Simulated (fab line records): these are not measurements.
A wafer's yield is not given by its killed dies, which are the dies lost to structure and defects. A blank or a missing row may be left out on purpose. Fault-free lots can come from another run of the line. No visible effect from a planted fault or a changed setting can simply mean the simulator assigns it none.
The tool behind it: which one?	flow n5 finfet	Sampling: 21 lots, 63 wafers, 6 of 1938 route steps

## WHAT EACH GAUGE READ, for each wafer
The record holds no reading of a measuring or inspecting step that can be judged against a usual standard deviation.

## TOOL THAT RAN EACH LOT (tool first, then ch and the chambers of the sampled wafers, then the start)
lot	N5_BEOL_M11_DESCUM_33	N5_BEOL_M11_CURE_72	N5_BEOL_M12_ETCH_59	N5_BEOL_M12_ETCH_67	N5_BEOL_M12_STRIP_37	N5_BEOL_M12_SPUTTER_45
L075	rie diel-05 ch 1,2,3, day 11 02:37	uv cure-03 ch 1, day 11 03:27	rie diel-06 ch 0,2,3, day 11 06:37	rie diel-02 ch 0,1, day 11 07:40	plasma asher-01 ch 0, day 11 08:11	pvd sputter-01, day 11 08:56
L078	rie diel-04 ch 0,3, day 11 06:40	uv cure-03 ch 1, day 11 07:22	rie diel-06 ch 2,3, day 11 11:03	rie diel-02 ch 1,2, day 11 12:22	plasma asher-01 ch 0,1, day 11 12:55	pvd sputter-01, day 11 15:58
L077	rie diel-04 ch 0,1,3, day 11 07:08	uv cure-01 ch 0, day 11 07:52	rie diel-01 ch 0,1,2, day 11 11:22	rie diel-06 ch 1,2,3, day 11 12:29	plasma asher-02 ch 0,1, day 11 13:00	pvd sputter-03, day 11 17:47
L076	rie diel-05 ch 0,2, day 11 09:17	uv cure-03 ch 1, day 11 10:12	rie diel-01 ch 1,3, day 11 13:17	rie diel-01 ch 0,1,2, day 11 14:19	plasma asher-01 ch 0,1, day 11 14:52	pvd sputter-01, day 11 18:31
L079	rie diel-03 ch 0,1,3, day 12 07:31	uv cure-02 ch 1, day 12 08:13	rie diel-01 ch 2,3, day 12 11:37	rie diel-02 ch 0,1,2, day 12 12:32	plasma asher-02 ch 0,1, day 12 13:04	pvd sputter-03, day 12 20:10
L080	rie diel-03 ch 2,3, day 12 07:59	uv cure-03 ch 0, day 12 08:58	rie diel-06 ch 1,2, day 12 11:58	rie diel-06 ch 0,3, day 12 13:00	plasma asher-02 ch 0,1, day 12 13:33	pvd sputter-01, day 12 19:11
L081	rie diel-04 ch 0,1,3, day 12 08:08	uv cure-01 ch 0, day 12 08:53	rie diel-06 ch 1,2,3, day 12 12:38	rie diel-06 ch 1,2,3, day 12 13:40	plasma asher-02 ch 0,1, day 12 14:11	pvd sputter-01, day 12 20:14
L082	rie diel-03 ch 0,1, day 12 18:13	uv cure-02 ch 2, day 12 19:00	rie diel-06 ch 0,2,3, day 12 22:20	rie diel-02 ch 0,2,3, day 12 23:15	plasma asher-01 ch 0,1, day 12 23:47	pvd sputter-02, day 13 01:12
L084	rie diel-05 ch 1,2, day 13 01:47	uv cure-02 ch 1, day 13 02:49	rie diel-02 ch 0,1,3, day 13 06:25	rie diel-06 ch 0,2, day 13 07:23	plasma asher-01 ch 0,1, day 13 07:55	pvd sputter-01, day 13 13:15
L083	rie diel-05 ch 0,1,2, day 13 10:20	uv cure-01 ch 1, day 13 11:12	rie diel-01 ch 0,1,2, day 13 14:25	rie diel-02 ch 0,2,3, day 13 15:24	plasma asher-01 ch 0,1, day 13 15:55	pvd sputter-01, day 13 16:35
L085	rie diel-05 ch 1,2, day 13 17:47	uv cure-03 ch 1, day 13 18:35	rie diel-02 ch 2,3, day 13 21:35	rie diel-02 ch 0,2,3, day 13 22:33	plasma asher-02 ch 0,1, day 13 23:05	pvd sputter-01, day 14 02:35
L088	rie diel-05 ch 0,3, day 14 07:05	uv cure-01 ch 0, day 14 07:47	rie diel-06 ch 1,2, day 14 11:46	rie diel-06 ch 0,2,3, day 14 12:53	plasma asher-01 ch 0,1, day 14 13:24	pvd sputter-02, day 14 14:22
L086	rie diel-05 ch 1,2, day 14 09:01	uv cure-03 ch 0, day 14 09:49	rie diel-06 ch 1,2, day 14 14:27	rie diel-01 ch 0,1, day 14 15:21	plasma asher-02 ch 0,1, day 14 15:53	pvd sputter-01, day 14 18:13
L089	rie diel-04 ch 0,3, day 14 12:12	uv cure-03 ch 2, day 14 13:04	rie diel-06 ch 2,3, day 14 16:43	rie diel-02 ch 2,3, day 14 17:44	plasma asher-01 ch 0,1, day 14 18:16	pvd sputter-03, day 14 21:18
L087	rie diel-03 ch 0,1,3, day 14 12:22	uv cure-03 ch 2, day 14 13:22	rie diel-02 ch 1,2,3, day 14 17:04	rie diel-02 ch 1,2,3, day 14 18:16	plasma asher-01 ch 0,1, day 14 18:47	pvd sputter-03, day 14 21:47
L090	rie diel-03 ch 0,2,3, day 14 14:32	uv cure-01 ch 0, day 14 15:14	rie diel-01 ch 0,1,2, day 14 19:16	rie diel-02 ch 1,2,3, day 14 20:28	plasma asher-01 ch 1, day 14 20:59	pvd sputter-02, day 15 00:13
L092	rie diel-04 ch 0,3, day 14 16:18	uv cure-03 ch 1, day 14 17:16	rie diel-02 ch 0,2,3, day 14 20:12	rie diel-02 ch 0,1, day 14 21:07	plasma asher-01 ch 0,1, day 14 21:38	pvd sputter-02, day 15 01:11
L093	rie diel-05 ch 0,3, day 15 10:24	uv cure-02 ch 0, day 15 11:08	rie diel-06 ch 0,1,2, day 15 14:04	rie diel-01 ch 2,3, day 15 15:24	plasma asher-02 ch 0,1, day 15 15:55	pvd sputter-01, day 15 18:34
L094	rie diel-03 ch 0,1,3, day 16 02:07	uv cure-02 ch 2, day 16 02:51	rie diel-02 ch 0,1,2, day 16 06:02	rie diel-06 ch 0,1,2, day 16 07:25	plasma asher-01 ch 0,1, day 16 07:56	pvd sputter-03, day 16 11:16
L095	rie diel-03 ch 0,2,3, day 16 02:38	uv cure-02 ch 1, day 16 03:26	rie diel-06 ch 2,3, day 16 06:53	rie diel-06 ch 0,2,3, day 16 08:06	plasma asher-01 ch 0,1, day 16 08:54	pvd sputter-01, day 16 11:16
L096	rie diel-05 ch 0,1,3, day 16 13:25	uv cure-01 ch 2, day 16 14:13	rie diel-02 ch 1,2, day 16 17:20	rie diel-06 ch 0,1, day 16 18:15	plasma asher-01 ch 0,1, day 16 18:47	pvd sputter-03, day 16 20:55
- N5_BEOL_M11_DESCUM_33: chemistry O2, time 7.9 s.
- N5_BEOL_M11_CURE_72: cures SiCOH lowk, time 120 s.
- N5_BEOL_M12_ETCH_59: etches BARC in N2/H2, target depth 89 nm, overetch 26.7 nm, time 67.9 s.
- N5_BEOL_M12_ETCH_67: etches SiARC in CF4, target depth 143 nm, time 238.3 s.
- N5_BEOL_M12_STRIP_37: strips in N2/H2.
- N5_BEOL_M12_SPUTTER_45: material Cu, target thk 80 nm, time 13.33 s.

## WHAT THE TOOLS THEMSELVES READ (means of the sampled wafers that have a number; where no wafer has one, the mark that the record gives instead)
N5_BEOL_M11_DESCUM_33. Usual: drypump motor current A 5.6 A, standard deviation 0.4; oes product au 0.79 a.u., standard deviation 0.082; rf vpp V 243.1 V, standard deviation 1.4; showerhead plenum p Torr 2.09 Torr, standard deviation 0.077; throttle valve pct 20.4 %, standard deviation 0.32.
lot	tool	drypump motor current A (A)	oes product au (a.u.)	rf vpp V (V)	showerhead plenum p Torr (Torr)	throttle valve pct (%)	flag
L075	rie diel-05	5.6	0.76	242.6	2.08	20.6	
L078	rie diel-04	6.0	0.83	243.4	2.09	20.3	
L077	rie diel-04	5.6	0.89	244.0	2.10	20.2	
L076	rie diel-05	6.0	0.84	243.1	2.07	20.3	
L079	rie diel-03	5.5	0.81	243.5	2.15	20.6	
L080	rie diel-03	5.9	0.74	242.0	2.03	20.4	
L081	rie diel-04	5.6	0.86	243.8	2.09	20.2	
L082	rie diel-03	5.5	0.76	243.9	2.17	20.9	
L084	rie diel-05	5.6	0.71	242.0	2.04	20.5	
L083	rie diel-05	5.8	0.77	242.4	2.05	20.4	
L085	rie diel-05	5.6	0.72	241.9	2.04	20.5	
L088	rie diel-05	5.6	0.81	241.8	2.09	20.5	
L086	rie diel-05	5.6	0.71	241.5	2.03	20.5	
L089	rie diel-04	5.7	0.81	244.3	2.15	20.2	
L087	rie diel-03	5.5	0.79	243.4	2.14	20.6	
L090	rie diel-03	5.9	0.83	244.5	2.18	20.5	
L092	rie diel-04	5.7	0.80	243.8	2.15	20.2	
L093	rie diel-05	5.9	0.83	242.3	2.06	20.3	
L094	rie diel-03	5.5	0.78	243.7	2.14	20.6	
L095	rie diel-03	5.9	0.80	243.8	2.17	20.5	
L096	rie diel-05	5.7	0.78	242.0	2.04	20.4	

N5_BEOL_M11_CURE_72. Usual: lamp power pct 52.31 %, standard deviation 0.05; wafer_temp_C_max 371.7, standard deviation 0.42.
lot	tool	lamp power pct (%)	wafer_temp_C_max	flag
L075	uv cure-03	52.30	372.2	
L078	uv cure-03	52.34	371.8	
L077	uv cure-01	52.28	371.5	
L076	uv cure-03	52.32	371.9	
L079	uv cure-02	52.33	371.1	
L080	uv cure-03	52.30	372.0	
L081	uv cure-01	52.38	371.6	
L082	uv cure-02	52.32	371.0	
L084	uv cure-02	52.28	371.5	
L083	uv cure-01	52.30	371.8	
L085	uv cure-03	52.29	371.8	
L088	uv cure-01	52.37	372.1	
L086	uv cure-03	52.31	371.7	
L089	uv cure-03	52.27	371.8	
L087	uv cure-03	52.26	371.6	
L090	uv cure-01	52.29	372.3	
L092	uv cure-03	52.28	371.6	
L093	uv cure-02	52.31	371.6	
L094	uv cure-02	52.33	371.3	
L095	uv cure-02	52.28	371.4	
L096	uv cure-01	52.29	371.3	

N5_BEOL_M12_ETCH_59. Usual: drypump motor current A 5.9 A, standard deviation 0.38; h2 flow sccm 200.0 sccm, standard deviation 0.58; oes product au 0.71 a.u., standard deviation 0.059; rf vpp V 524.0 V, standard deviation 2.1; showerhead plenum p Torr 2.55 Torr, standard deviation 0.068; throttle valve pct 17.89 %, standard deviation 0.2.
lot	tool	drypump motor current A (A)	h2 flow sccm (sccm)	oes product au (a.u.)	rf vpp V (V)	showerhead plenum p Torr (Torr)	throttle valve pct (%)	flag
L075	rie diel-06	5.8	200.1	0.67	522.3	2.49	18.09	
L078	rie diel-06	5.6	200.0	0.67	522.0	2.49	18.02	
L077	rie diel-01	6.0	200.0	0.69	525.6	2.59	17.86	
L076	rie diel-01	5.8	200.0	0.75	524.2	2.55	17.81	
L079	rie diel-01	5.5	199.9	0.76	527.6	2.64	17.81	
L080	rie diel-06	6.0	199.2	0.71	522.5	2.51	17.94	
L081	rie diel-06	5.9	200.2	0.67	523.0	2.51	18.06	
L082	rie diel-06	5.8	199.8	0.66	522.6	2.48	18.12	
L084	rie diel-02	5.7	200.6	0.66	524.7	2.58	17.79	
L083	rie diel-01	6.0	200.2	0.75	524.7	2.58	17.74	
L085	rie diel-02	6.0	199.5	0.70	524.6	2.57	17.52	
L088	rie diel-06	6.3	200.1	0.71	523.0	2.54	17.99	
L086	rie diel-06	6.2	199.7	0.71	522.6	2.54	17.98	
L089	rie diel-06	5.6	200.5	0.74	522.3	2.48	17.90	
L087	rie diel-02	5.7	199.9	0.74	524.3	2.57	17.62	
L090	rie diel-01	6.0	200.1	0.73	525.6	2.58	17.76	
L092	rie diel-02	5.9	200.2	0.68	525.0	2.57	17.63	
L093	rie diel-06	6.2	199.5	0.69	522.8	2.50	18.05	
L094	rie diel-02	5.9	199.3	0.72	525.2	2.56	17.68	
L095	rie diel-06	5.5	200.1	0.76	522.4	2.47	17.89	
L096	rie diel-02	5.7	199.7	0.75	524.9	2.56	17.68	

N5_BEOL_M12_ETCH_67. Usual: drypump motor current A 5.9 A, standard deviation 0.36; etch rf on time s 239 s, standard deviation 4.4; oes product au 0.70 a.u., standard deviation 0.058; rf vpp V 184.3 V, standard deviation 1.2; showerhead plenum p Torr 2.15 Torr, standard deviation 0.052; throttle valve pct 15.54 %, standard deviation 0.27.
lot	tool	drypump motor current A (A)	etch rf on time s (s)	oes product au (a.u.)	rf vpp V (V)	showerhead plenum p Torr (Torr)	throttle valve pct (%)	flag
L075	rie diel-02	5.8	240	0.66	184.9	2.17	15.62	
L078	rie diel-02	6.0	240	0.68	184.4	2.17	15.50	
L077	rie diel-06	5.9	238	0.68	183.7	2.12	15.73	
L076	rie diel-01	6.0	243	0.68	184.7	2.17	15.54	
L079	rie diel-02	5.9	243	0.66	186.1	2.17	15.58	
L080	rie diel-06	5.7	241	0.61	183.7	2.10	15.93	
L081	rie diel-06	5.8	241	0.66	182.9	2.12	15.76	
L082	rie diel-02	5.9	239	0.70	182.6	2.16	15.28	
L084	rie diel-06	5.9	236	0.71	183.9	2.08	15.57	
L083	rie diel-02	5.9	240	0.69	184.1	2.16	15.29	
L085	rie diel-02	5.9	240	0.70	184.8	2.15	15.29	
L088	rie diel-06	5.8	234	0.76	183.6	2.09	15.61	
L086	rie diel-01	6.1	237	0.70	185.1	2.19	15.50	
L089	rie diel-02	5.9	243	0.69	183.9	2.15	15.24	
L087	rie diel-02	5.7	244	0.73	184.4	2.17	15.40	
L090	rie diel-02	5.7	240	0.73	184.9	2.17	15.40	
L092	rie diel-02	5.7	241	0.77	184.5	2.18	15.62	
L093	rie diel-01	5.7	235	0.75	185.1	2.20	15.51	
L094	rie diel-06	6.1	237	0.69	183.5	2.10	15.72	
L095	rie diel-06	5.8	233	0.73	183.5	2.09	15.63	
L096	rie diel-06	6.3	236	0.69	183.4	2.11	15.78	

N5_BEOL_M12_STRIP_37. Usual: drypump motor current A 5.6 A, standard deviation 0.49; h2 flow sccm 3251 sccm, standard deviation 8.9; heater power w 350 W, standard deviation 36; oes product au 0.790 a.u., standard deviation 0.01.
lot	tool	drypump motor current A (A)	h2 flow sccm (sccm)	heater power w (W)	oes product au (a.u.)	flag
L075	plasma asher-01	6.0	3249	327	0.790	
L078	plasma asher-01	5.7	3245	330	0.787	
L077	plasma asher-02	5.6	3257	389	0.782	
L076	plasma asher-01	5.3	3257	345	0.798	
L079	plasma asher-02	5.8	3250	361	0.794	
L080	plasma asher-02	5.6	3256	389	0.792	
L081	plasma asher-02	5.6	3250	389	0.792	
L082	plasma asher-01	5.3	3249	337	0.785	
L084	plasma asher-01	5.3	3243	340	0.790	
L083	plasma asher-01	5.6	3245	331	0.782	
L085	plasma asher-02	5.6	3252	389	0.785	
L088	plasma asher-01	5.6	3254	330	0.778	
L086	plasma asher-02	5.8	3253	361	0.791	
L089	plasma asher-01	5.7	3260	329	0.779	
L087	plasma asher-01	5.7	3249	331	0.785	
L090	plasma asher-01	4.9	3256	348	0.793	
L092	plasma asher-01	5.3	3250	334	0.790	
L093	plasma asher-02	5.6	3239	395	0.788	
L094	plasma asher-01	5.3	3245	339	0.791	
L095	plasma asher-01	5.3	3251	340	0.789	
L096	plasma asher-01	5.6	3245	333	0.800	

N5_BEOL_M12_SPUTTER_45. Usual: chuck sensor temp C -15.9 C, standard deviation 0.61; substrate temp c -20.01 C, standard deviation 0.12; throttle valve pct 30.1 %, standard deviation 1.2.
lot	tool	chuck sensor temp C (C)	substrate temp c (C)	throttle valve pct (%)	flag
L075	pvd sputter-01	-16.3	-19.85	30.6	
L078	pvd sputter-01	-15.2	-20.14	31.2	
L077	pvd sputter-03	-15.9	-20.09	29.5	
L076	pvd sputter-01	-15.2	-19.97	31.1	
L079	pvd sputter-03	-16.1	-20.02	29.6	
L080	pvd sputter-01	-15.8	-20.02	31.3	
L081	pvd sputter-01	-16.2	-19.98	30.1	
L082	pvd sputter-02	-15.3	-20.04	29.2	
L084	pvd sputter-01	-15.9	-19.97	30.5	
L083	pvd sputter-01	-16.5	-19.96	30.1	
L085	pvd sputter-01	-15.8	-20.01	30.7	
L088	pvd sputter-02	-15.7	-20.10	29.0	
L086	pvd sputter-01	-15.9	-20.05	30.7	
L089	pvd sputter-03	-16.1	-20.03	29.7	
L087	pvd sputter-03	-16.4	-19.87	30.0	
L090	pvd sputter-02	-15.7	-20.05	29.0	
L092	pvd sputter-02	-15.6	-20.00	29.2	
L093	pvd sputter-01	-15.6	-19.93	30.8	
L094	pvd sputter-03	-16.0	-20.15	29.7	
L095	pvd sputter-01	-16.2	-19.93	30.0	
L096	pvd sputter-03	-16.0	-20.09	29.9	

## THE ANSWER, worked out from the rows above alone
Rule: a lot is off if the mean of its wafers that have a number lies more than 3 standard deviations from the usual mean. A lot without any number at a reading at which 4 lots or more have one is off too. The other lots that the step has rows for count as sound. Order of review: gauges by route order, followed by the tools' own readings, for which a lot's mean as printed above is used. At the first step where some lot is off, the reading lying furthest off is the one used; lots without a number count as furthest.
Nothing can be told from this: no lot is off at any reading shown.

## WHAT THE SIMULATOR HAD INSERTED
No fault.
